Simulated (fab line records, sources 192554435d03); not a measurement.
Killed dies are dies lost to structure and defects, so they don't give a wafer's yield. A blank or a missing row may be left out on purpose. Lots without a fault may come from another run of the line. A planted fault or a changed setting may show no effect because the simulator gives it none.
Split-lot experiment | flow n5_finfet | 7 lots, 21 wafers read, on a route of 1938 steps

THE SPLIT
At N5_BEOL_M0_SAQP_ETCH_107 (etches SiNx in CH3F/O2, target depth 30 nm), the setting bias_w was moved away from the recipe's 73 W on 8 of the 21 wafers read, by -17.7% to +12.0%. The other wafers ran this setting at the recipe's value.

The reading is taken at the split's own step.

THE READING
rf_vpp_V, in V, at N5_BEOL_M0_SAQP_ETCH_107 (etches SiNx in CH3F/O2, target depth 30 nm). Fault-free wafers of this fab line usually give 298.3 V, standard deviation 2.8 V.

wafer  | tool, chamber at the split | bias_w as run, W | against the recipe | rf_vpp_V, V | against lot-mates on the recipe
L075.2 | rie_diel-02, 1             | 73               | recipe             | 296.4       | -
L075.3 | rie_diel-02, 2             | 80.19            | +9.8%              | 322.1       | +23.5
L075.6 | rie_diel-02, 0             | 73               | recipe             | 300.8       | -
L081.2 | rie_diel-02, 0             | 73               | recipe             | 299.7       | -
L081.3 | rie_diel-02, 3             | 73               | recipe             | 299.8       | -
L081.6 | rie_diel-02, 0             | 73               | recipe             | 301.0       | -
L082.2 | rie_diel-02, 3             | 73               | recipe             | 299.1       | -
L082.5 | rie_diel-02, 1             | 69.33            | -5.0%              | 283.9       | -15.2
L082.6 | rie_diel-02, 2             | 69.33            | -5.0%              | 286.1       | -13.0
L083.2 | rie_diel-04, 3             | 81.76            | +12.0%             | 323.7       | +24.1
L083.3 | rie_diel-04, 2             | 73               | recipe             | 299.6       | -
L083.4 | rie_diel-04, 1             | 81.76            | +12.0%             | 323.4       | +23.8
L086.2 | rie_diel-01, 2             | 73               | recipe             | 294.5       | -
L086.3 | rie_diel-01, 0             | 73               | recipe             | 300.2       | -
L086.6 | rie_diel-01, 0             | 73               | recipe             | 299.8       | -
L089.1 | rie_diel-04, 3             | 60.09            | -17.7%             | 252.6       | -43.4
L089.5 | rie_diel-04, 2             | 60.09            | -17.7%             | 257.6       | -38.4
L089.6 | rie_diel-04, 3             | 73               | recipe             | 296.0       | -
L093.1 | rie_diel-02, 3             | 80.36            | +10.1%             | 322.9       | +24.3
L093.3 | rie_diel-02, 1             | 73               | recipe             | 296.8       | -
L093.4 | rie_diel-02, 0             | 73               | recipe             | 300.4       | -

THE FIT
A straight line over all 21 wafers: rf_vpp_V changes by +2.36 V for each +1% of bias_w; r = +0.99; the points scatter about the line by 2.3 V.
The same after taking each lot's own level away (the mean of its wafers on the recipe; 21 wafers): +2.27 V for each +1%; r = +0.99; scatter 2.1 V.
On that fit, the largest move of bias_w shifts the reading by 40 V.
The lots' own levels span 296.00 to 300.17 V, that is 1.5 times the standard deviation above.
So the lot-to-lot level changes the slope little: the two slopes agree.
Check: with one of the wafers moved furthest among these (-17.7%) left out of the fit, the line predicts -39.4 V for it against its lot-mates. It came out at -43.4 V against them.
Tool readings at the split's step, against how far the setting was moved: rf_vpp_V r = +0.99.

OTHER SPLITS ON THESE WAFERS
These wafers also went through other splits before the reading. Each is held against what the fit with the lots' levels taken away leaves over:
other split on the same wafers   | wafers away from the commonest value | r with rf_vpp_V (lot level and that fit taken away)
N5_BEOL_M0_SAQP_COAT_08 spin_rpm | 4                                    | +0.09

THE WHOLE CHAIN: every reading that the file lists as answering this split, in the file's order
step                     | what it does                               | reading                                                                        | change (the file's fit)               | r (the file's)
N5_BEOL_M0_SAQP_ETCH_107 | etches SiNx in CH3F/O2, target depth 30 nm | rf_vpp_V                                                                       | +2.29 V for each +1% of the setting   | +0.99
N5_BEOL_M0_SAQP_ETCH_107 | etches SiNx in CH3F/O2, target depth 30 nm | BEOL_M0_SAQP.feature_depth_nm (the simulator's own value, which no gauge read) | +0.124 nm for each +1% of the setting | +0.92

THE FILE'S OWN FIT
rf_vpp_V changes by +2.29 V for each +1% of bias_w, r = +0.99.
